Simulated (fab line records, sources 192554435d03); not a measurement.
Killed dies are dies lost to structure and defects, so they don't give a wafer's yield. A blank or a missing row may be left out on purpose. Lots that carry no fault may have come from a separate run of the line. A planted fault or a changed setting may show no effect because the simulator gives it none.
Chamber matching || flow n5 finfet || 3 sister chambers for N5_BEOL_M10_CURE_72 on uv cure-02
The step cures SiCOH lowk, time 120 s. 22 wafers are shown with their chamber, then 11 later ones without.

## WAFERS, EACH WITH ITS CHAMBER
{"wafer": "L077.2", "chamber": 1, "wafer_temp_C_max": 371.4, "lamp power pct (%)": 52.23}
{"wafer": "L077.4", "chamber": 1, "wafer_temp_C_max": 371.4, "lamp power pct (%)": 52.29}
{"wafer": "L077.5", "chamber": 1, "wafer_temp_C_max": 371.7, "lamp power pct (%)": 52.27}
{"wafer": "L079.2", "chamber": 1, "wafer_temp_C_max": 371.1, "lamp power pct (%)": 52.30}
{"wafer": "L079.4", "chamber": 1, "wafer_temp_C_max": 370.9, "lamp power pct (%)": 52.26}
{"wafer": "L079.6", "chamber": 1, "wafer_temp_C_max": 371.3, "lamp power pct (%)": 52.36}
{"wafer": "L082.1", "chamber": 1, "wafer_temp_C_max": 372.0, "lamp power pct (%)": 52.33}
{"wafer": "L082.2", "chamber": 1, "wafer_temp_C_max": 371.8, "lamp power pct (%)": 52.28}
{"wafer": "L082.3", "chamber": 1, "wafer_temp_C_max": 371.9, "lamp power pct (%)": 52.31}
{"wafer": "L080.4", "chamber": 1, "wafer_temp_C_max": 371.2, "lamp power pct (%)": 52.27}
{"wafer": "L080.5", "chamber": 1, "wafer_temp_C_max": 371.5, "lamp power pct (%)": 52.27}
{"wafer": "L080.6", "chamber": 1, "wafer_temp_C_max": 371.5, "lamp power pct (%)": 52.34}
{"wafer": "L085.2", "chamber": 0, "wafer_temp_C_max": 372.3, "lamp power pct (%)": 52.38}
{"wafer": "L085.4", "chamber": 0, "wafer_temp_C_max": 372.6, "lamp power pct (%)": 52.37}
{"wafer": "L085.6", "chamber": 0, "wafer_temp_C_max": 371.7, "lamp power pct (%)": 52.31}
{"wafer": "L086.1", "chamber": 2, "wafer_temp_C_max": 371.0, "lamp power pct (%)": 52.31}
{"wafer": "L086.2", "chamber": 2, "wafer_temp_C_max": 371.4, "lamp power pct (%)": 52.38}
{"wafer": "L086.4", "chamber": 2, "wafer_temp_C_max": 371.0, "lamp power pct (%)": 52.34}
{"wafer": "L088.2", "chamber": 0, "wafer_temp_C_max": 372.7, "lamp power pct (%)": 52.22}
{"wafer": "L088.3", "chamber": 0, "wafer_temp_C_max": 372.5, "lamp power pct (%)": 52.33}
{"wafer": "L088.6", "chamber": 0, "wafer_temp_C_max": 372.4, "lamp power pct (%)": 52.38}
{"wafer": "L087.1", "chamber": 1, "wafer_temp_C_max": 371.6, "lamp power pct (%)": 52.27}

SIGNATURES (averages over the wafers above)
{"reading": "wafer_temp_C_max", "chamber 0": 372.367, "chamber 1": 371.485, "chamber 2": 371.133, "scatter within a chamber": 0.321}
{"reading": "lamp power pct", "chamber 0": 52.3317, "chamber 1": 52.2908, "chamber 2": 52.3433, "scatter within a chamber": 0.0443}
Rule: for a wafer and a chamber, the distance is found by dividing, reading by reading, the gap between the wafer's reading and the chamber's mean by the reading's scatter, squaring, summing and taking the root. The wafer belongs to the nearest chamber; if the next one is less than 2 further off, it can't be placed. The scatter: take each reading less its chamber's mean, square it, sum over the shown wafers, divide by the number of wafers less the number of chambers, and take the root.

## WAFERS WHOSE CHAMBER IS MISSING
{"wafer": "L087.3", "wafer_temp_C_max": 371.0, "lamp power pct (%)": 52.32}
{"wafer": "L087.6", "wafer_temp_C_max": 371.2, "lamp power pct (%)": 52.20}
{"wafer": "L090.1", "wafer_temp_C_max": 372.2, "lamp power pct (%)": 52.33}
{"wafer": "L090.2", "wafer_temp_C_max": 372.4, "lamp power pct (%)": 52.31}
{"wafer": "L090.3", "wafer_temp_C_max": 372.7, "lamp power pct (%)": 52.31}
{"wafer": "L096.1", "wafer_temp_C_max": 371.2, "lamp power pct (%)": 52.24}
{"wafer": "L096.4", "wafer_temp_C_max": 371.2, "lamp power pct (%)": 52.38}
{"wafer": "L096.6", "wafer_temp_C_max": 370.9, "lamp power pct (%)": 52.29}
{"wafer": "L097.1", "wafer_temp_C_max": 372.9, "lamp power pct (%)": 52.34}
{"wafer": "L097.2", "wafer_temp_C_max": 373.4, "lamp power pct (%)": 52.35}
{"wafer": "L097.4", "wafer_temp_C_max": 371.9, "lamp power pct (%)": 52.30}

## CHAMBER TAKEN BY EACH
{"wafer": "L087.3", "from the rows above": "can't be placed: 2 or 1", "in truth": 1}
{"wafer": "L087.6", "from the rows above": "can't be placed: 1 or 2", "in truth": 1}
{"wafer": "L090.1", "from the rows above": "can't be placed: 0 or 1", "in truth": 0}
{"wafer": "L090.2", "from the rows above": 0, "in truth": 0}
{"wafer": "L090.3", "from the rows above": 0, "in truth": 0}
{"wafer": "L096.1", "from the rows above": "can't be placed: 1 or 2", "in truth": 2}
{"wafer": "L096.4", "from the rows above": "can't be placed: 2 or 1", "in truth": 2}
{"wafer": "L096.6", "from the rows above": "can't be placed: 2 or 1", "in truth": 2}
{"wafer": "L097.1", "from the rows above": 0, "in truth": 0}
{"wafer": "L097.2", "from the rows above": 0, "in truth": 0}
{"wafer": "L097.4", "from the rows above": "can't be placed: 1 or 0 or 2", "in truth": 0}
Correctly placed: 4 of 11. Not placeable from these rows: 7 (in 7, the candidates include the true chamber). 0 placed wrongly.
